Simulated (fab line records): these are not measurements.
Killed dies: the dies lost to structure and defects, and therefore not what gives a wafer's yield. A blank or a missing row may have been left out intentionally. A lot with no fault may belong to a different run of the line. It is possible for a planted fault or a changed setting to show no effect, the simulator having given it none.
fab line records | flow nandHarc
[record] lots = 12 wafers = 36 lastDay = 33
route steps=1302 shown A_STAIRCASE@639
lots that met no fault: taken from a fault-free run of the same line
startH: hours from the record's first day to the start of the lot's first wafer shown | waitH: hours since the lot's step before | " same as the row above | L1.1+2: several wafers, shown together as one row | - no value, or no start was given | * or withheld: withheld | < > ~ a bound
route shown NAME@n: names a module that has steps shown in the file, with the first one's number in the route | usual: mean and standard deviation over wafers with no fault | same: alike in all rows | chamber/n: place in a boat | sites: readings site by site | _std_site: how widely they spread, as a standard deviation | _edge_site: the outer-site mean with the inner-site mean subtracted | radiusMm: how far each site lies from the wafer's centre | mask NAME#n: copy n | behind: the most recent tool/chamber to have shaped the wafer | hold: the reason the lot was held/the length of the hold in hours/how it ended | device: which transistor (n, p or np) failed to switch | end of line: the tests these same wafers got at the end of their route | a step with no rows: only its recipe | killed: dies that structure and defects cost at the first sort, which is not the same as the wafer's yield | map: shows each die of a wafer: x if killed, . if not, _ if none is there
set.NAME: the setting that was run; set.NAME@STEP: the one run at that earlier step | model.NAME: the simulator's own value behind a step, which no gauge read
a sample of lots followed through the steps of the route, with each step as a table and each wafer as a row
services: when a tool's chamber went out of use (startH, in hours from the record's first day, below 0 if earlier), for how many hours, and the reason
[[steps]]
[step NHARC_A_STAIRCASE_DEP_156]
[recipe] targetThkA = 500 tempC = 400 targetThkNm = 50 flowSccm = 200 rfW = 450 material = SiNx
[usual] heaterPowerW = 699/65 susceptorTempC = 400.02/0.23
// columns lot.wafer tool chamber startH waitH heaterPowerW sinceWetCleanH susceptorTempC
L438.3 pecvd-01 2 352.43 0.1 765 28 400.28
L438.2 " 0 " " 620 28 400.25
L438.6 " 2 " " 772 - 400.29
L439.3 pecvd-02 1 352.47 0.1 683 112 399.90
L439.1 " 2 " " 631 112 399.96
L439.6 " 2 " " 649 - 399.83
L440.3 pecvd-02 0 376.27 0.1 709 136 400.19
L440.6 " 0 " " 705 - 400.10
L440.5 " 2 " " 649 - 400.14
L441.3 pecvd-01 1 384.33 0.1 655 60 400.16
L441.1 " 0 " " 649 60 399.79
L441.5 " 1 " " 656 - 400.18
L452.3 pecvd-04 0 497.88 0.1 769 35 400.05
L452.1 " 1 " " 684 35 400.22
L452.5 " 0 " " 765 - 400.26
L451.1 pecvd-02 0 498.09 0.3 705 77 400.04
L451.5 " 1 " " 684 - 400.00
L451.6 " 0 " " 708 - 399.67
L453.3 pecvd-04 2 508.89 0.1 750 46 399.89
L453.6 " 0 " " 755 - 400.04
L453.5 " 2 " " 764 - 400.07
L455.2 pecvd-01 2 521.16 0.1 721 16 399.98
L455.4 " 2 " " 718 - 400.02
L455.5 " 0 " " 668 - 400.52
L456.2 pecvd-02 2 541.99 0.1 651 121 399.88
L456.6 " 1 " " 744 - 399.68
L456.5 " 2 " " 633 - 399.65
L458.3 pecvd-02 0 563.05 0.1 673 142 399.80
L458.1 " 1 " " 734 142 399.67
L458.6 " 0 " " 680 - 399.76
L461.3 pecvd-02 1 574.77 0.1 674 154 399.82
L461.2 " 2 " " 712 154 400.03
L461.1 " 0 " " 802 154 399.71
L460.2 pecvd-04 0 575.11 0.3 745 112 399.88
L460.1 " 1 " " 658 112 400.44
L460.6 " 1 " " 658 - 400.23
[step NHARC_A_STAIRCASE_ETCH_19]
[recipe] targetDepthA = 1000 timeS = 40.5 ionEnergyEv = 400 c4f8FlowSccm = 20 o2FlowSccm = 10 arFlowSccm = withheld rfW = 600 biasW = 1000 chemistry = C4F8/O2
[usual] oesProductAu = 0.942/0.011 rfVppV = 895/4.6 runLengthS = 61.7/0.39
// columns lot.wafer tool chamber startH waitH oesProductAu rfHoursCounterH rfVppV runLengthS
L439.3 rieDiel-12 1 - - 0.946 22 897 61.7
L439.1 " 2 " " 0.944 28 897 61.2
L439.6 " 1 " " 0.951 - 897 61.5
L438.3 rieDiel-05 1 - - 0.930 44 889 61.5
L438.2 " 3 " " 0.942 37 900 62.2
L438.6 " 1 " " 0.936 - 886 61.7
L440.3 rieDiel-12 2 - - 0.951 34 897 61.4
L440.6 " 1 " " 0.934 - 897 61.3
L440.5 " 2 " " 0.952 - 898 61.1
L441.3 rieDiel-03 0 - - 0.943 30 900 62.2
L441.1 " 1 " " 0.949 32 897 61.9
L441.5 " 2 " " 0.945 - 898 62.1
L452.1 rieDiel-12 1 - - 0.940 17 897 61.9
L452.3 " 3 " " 0.953 19 887 62.2
L452.5 " 3 " " 0.945 - 888 62.0
L451.1 rieDiel-03 1 - - 0.939 10 897 61.7
L451.5 " 1 " " 0.926 - 896 62.2
L451.6 " 2 " " 0.942 - 895 62.4
L453.3 rieDiel-05 1 - - 0.936 34 888 61.3
L453.6 " 2 " " 0.932 - 893 61.9
L453.5 " 3 " " 0.939 - 900 61.6
L455.2 rieDiel-05 0 - - 0.949 33 895 61.5
L455.4 " 2 " " 0.937 26 896 61.6
L455.5 " 0 " " 0.957 - 895 61.6
L456.2 rieDiel-03 3 - - 0.961 27 905 60.9
L456.6 " 1 " " 0.935 - 897 61.8
L456.5 " 2 " " 0.948 - 896 62.5
L458.1 rieDiel-03 1 - - 0.928 26 896 61.5
L458.3 " 3 " " 0.950 31 904 60.8
L458.6 " 1 " " 0.934 - 898 61.9
L461.2 rieDiel-05 3 - - 0.924 51 899 61.5
L461.3 " 1 " " 0.926 54 886 61.4
L461.1 " 2 " " 0.931 47 893 61.6
L460.2 rieDiel-05 0 - - 0.940 48 892 61.6
L460.1 " 1 " " 0.916 55 887 61.8
L460.6 " 1 " " 0.918 - 886 61.8
[step NHARC_A_STAIRCASE_TRIM_24]
[recipe] timeS = 211.2 o2FlowSccm = 500 arFlowSccm = 0 biasW = 0 chemistry = O2
[usual] drypumpMotorCurrentA = 5.9/0.37 oesProductAu = 1.000/0.0097 rfVppV = 57.7/0.85 showerheadPlenumPTorr = 3.49/0.12 throttleValvePct = 17.036/0.0087
// columns lot.wafer tool chamber startH waitH drypumpMotorCurrentA oesProductAu rfHoursCounterH rfVppV showerheadPlenumPTorr throttleValvePct
L439.1 rieDiel-12 2 - - 5.6 0.996 28 57.7 3.57 17.044
L439.3 " 1 " " 6.2 0.990 22 59.1 3.56 17.040
L439.6 " 3 " " 6.1 0.997 - 56.7 3.34 17.032
L438.3 rieDiel-05 0 - - 5.7 0.993 38 57.2 3.50 17.038
L438.2 " 2 " " 5.4 0.992 42 59.1 3.52 17.035
L438.6 " 0 " " 5.7 1.008 - 57.5 3.50 17.043
L440.3 rieDiel-05 1 - - 6.1 0.998 51 57.9 3.32 17.036
L440.5 " 2 " " 5.4 0.990 - 58.4 3.52 17.042
L440.6 " 3 " " 5.8 0.985 - 56.8 3.63 17.024
L441.1 rieDiel-12 2 - - 5.6 1.015 35 57.3 3.56 17.041
L441.3 " 0 " " 6.2 1.014 30 57.6 3.41 17.047
L441.5 " 2 " " 5.6 1.014 - 56.8 3.56 17.032
L452.1 rieDiel-12 2 - - 5.6 1.002 17 57.1 3.54 17.028
L452.3 " 3 " " 6.1 0.998 19 57.4 3.31 17.038
L452.5 " 2 " " 5.6 0.990 - 57.4 3.54 17.033
L451.1 rieDiel-12 1 - - 6.2 0.995 18 57.9 3.54 17.045
L451.5 " 3 " " 6.1 1.000 - 58.1 3.31 17.028
L451.6 " 2 " " 5.6 1.005 - 57.6 3.54 17.053
L453.3 rieDiel-05 2 - - 5.4 0.981 22 57.4 3.50 17.033
L453.6 " 3 " " 5.7 0.991 - 58.3 3.62 17.050
L453.5 " 0 " " 5.7 1.011 - 58.6 3.48 17.030
L455.4 rieDiel-05 1 - - 6.1 0.984 38 56.7 3.30 17.027
L455.2 " 2 " " 5.4 0.983 26 57.8 3.50 17.022
L455.5 " 2 " " 5.4 0.989 - 57.2 3.50 17.035
L456.2 rieDiel-03 1 - - 5.7 0.995 23 56.8 3.56 17.029
L456.6 " 2 " " 4.9 1.010 - 58.1 3.51 17.045
L456.5 " 3 " " 5.9 1.008 - 57.9 3.79 17.039
L458.3 rieDiel-05 1 - - 6.2 0.988 50 58.1 3.29 17.036
L458.1 " 2 " " 5.4 1.003 43 57.9 3.49 17.036
L458.6 " 1 " " 6.2 0.998 - 57.9 3.29 17.046
L461.1 rieDiel-05 3 - - 5.7 0.992 51 55.8 3.60 17.044
L461.2 " 0 " " 5.7 1.018 48 59.0 3.47 17.050
L461.3 " 1 " " 6.1 0.988 55 57.2 3.29 17.032
L460.1 rieDiel-03 2 - - 4.9 1.005 41 57.1 3.50 17.042
L460.2 " 3 " " 5.9 1.010 39 56.8 3.79 17.043
L460.6 " 1 " " 5.7 1.005 - 58.7 3.55 17.040
[step NHARC_A_STAIRCASE_ETCH_25]
[recipe] targetDepthA = 1000 timeS = 40.5 ionEnergyEv = 400 c4f8FlowSccm = 20 o2FlowSccm = 10 arFlowSccm = withheld rfW = 600 biasW = 1000 chemistry = C4F8/O2
[usual] oesProductAu = 0.944/0.012 rfVppV = 894/4.5 runLengthS = 61.7/0.4
// columns lot.wafer tool chamber startH waitH oesProductAu rfHoursCounterH rfVppV runLengthS
L439.1 rieDiel-12 0 357.09 - 0.948 19 891 61.2
L439.3 " 3 " " 0.923 28 889 62.3
L439.6 " 0 " " 0.960 - 891 61.5
L438.3 rieDiel-05 1 357.22 - 0.932 44 888 61.7
L438.2 " 2 " " 0.936 43 895 62.3
L438.6 " 2 " " 0.930 - 895 62.0
L440.3 rieDiel-05 3 380.87 - 0.935 43 901 61.9
L440.6 " 1 " " 0.932 - 887 61.4
L440.5 " 2 " " 0.930 - 896 61.6
L441.3 rieDiel-12 3 388.90 - 0.958 38 889 61.8
L441.1 " 0 " " 0.952 30 892 61.6
L441.5 " 0 " " 0.970 - 893 61.9
L452.3 rieDiel-12 1 502.60 - 0.942 17 896 61.9
L452.1 " 2 " " 0.944 17 896 58.4
L452.5 " 3 " " 0.945 - 888 62.0
L451.1 rieDiel-12 3 503.61 - 0.941 20 888 59.1
L451.6 " 3 " " 0.943 - 888 62.0
L451.5 " 2 " " 0.930 - 897 61.3
L453.3 rieDiel-05 0 514.09 - 0.931 30 896 61.3
L453.5 " 1 " " 0.920 - 889 61.5
L453.6 " 2 " " 0.923 - 897 61.9
L455.2 rieDiel-05 0 525.92 - 0.962 33 894 61.5
L455.4 " 2 " " 0.936 26 897 61.8
L455.5 " 0 " " 0.965 - 895 61.8
L456.2 rieDiel-03 3 547.86 - 0.956 28 905 60.8
L456.6 " 1 " " 0.947 - 897 61.9
L456.5 " 2 " " 0.958 - 893 62.1
L458.3 rieDiel-05 0 567.60 - 0.952 43 895 61.6
L458.1 " 1 " " 0.942 50 884 61.5
L458.6 " 3 " " 0.949 - 900 62.0
L461.2 rieDiel-05 3 580.05 - 0.938 51 898 61.4
L461.3 " 0 " " 0.963 48 894 61.7
L461.1 " 1 " " 0.938 55 888 61.4
L460.1 rieDiel-03 2 580.24 - 0.965 41 895 62.4
L460.2 " 3 " " 0.954 39 906 60.8
L460.6 " 2 " " 0.970 - 894 62.3
[[services]]
// columns tool chamber startH hours kind
pecvd-02 1 331.67 18.1 repair
rieDiel-05 0 337.20 - clean
rieDiel-05 1 337.20 - clean
rieDiel-12 - 376.64 0.5 repair
rieDiel-03 2 394.33 1.7 repair
rieDiel-03 0 400.29 7.5 repair
rieDiel-12 3 401.05 5.6 repair
rieDiel-05 - 407.07 9.0 pm
pecvd-02 - 408.09 13.0 pm
pecvd-02 - 439.73 0.7 repair
rieDiel-12 - 447.42 9.0 pm
pecvd-04 - 450.22 13.0 pm
rieDiel-03 2 453.37 4.3 repair
rieDiel-12 - 458.24 0.5 repair
rieDiel-03 - 459.55 9.0 pm
pecvd-02 1 462.07 10.2 repair
rieDiel-05 2 464.84 31.8 repair
pecvd-01 0 491.00 11.1 repair
pecvd-01 - 492.22 13.0 pm
rieDiel-03 1 502.74 20.3 repair
pecvd-01 1 521.48 6.5 repair
rieDiel-12 - 536.03 2.2 repair
pecvd-04 2 558.56 5.7 repair
rieDiel-12 2 569.33 2.6 repair
[[key]]
[firstSign] step = NHARC_A_STAIRCASE_ETCH_25 reading = runLengthS direction = down sigmas = 7.4 usual = * struck = *
effect none on later readings
metAt NHARC_A_STAIRCASE_ETCH_25
struckLots L451,L452
struckWafers L451.1,L452.1
testerLeftOut L451,L452
notActingAt NHARC_A_STAIRCASE_DEP_156,NHARC_A_STAIRCASE_ETCH_19,NHARC_A_STAIRCASE_TRIM_24
onsetBetween 388.90 502.60
[fault] kind = processParameterDrift tool = rieDiel-12 chamber = - onsetH = 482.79 steps = NHARC_A_STAIRCASE_ETCH_25 channel = timeS offset = * shape = step endH = 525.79 scope = struckWafersOnly actsIn = * stated = *
// testerLeftOut: of these lots the tester's yield and bins aren't shown, on N5 and GAA mostly nor the transistor test; their killed dies are dies lost to structure and defects alone, not to doping, threshold or leakage, so they don't give the yield
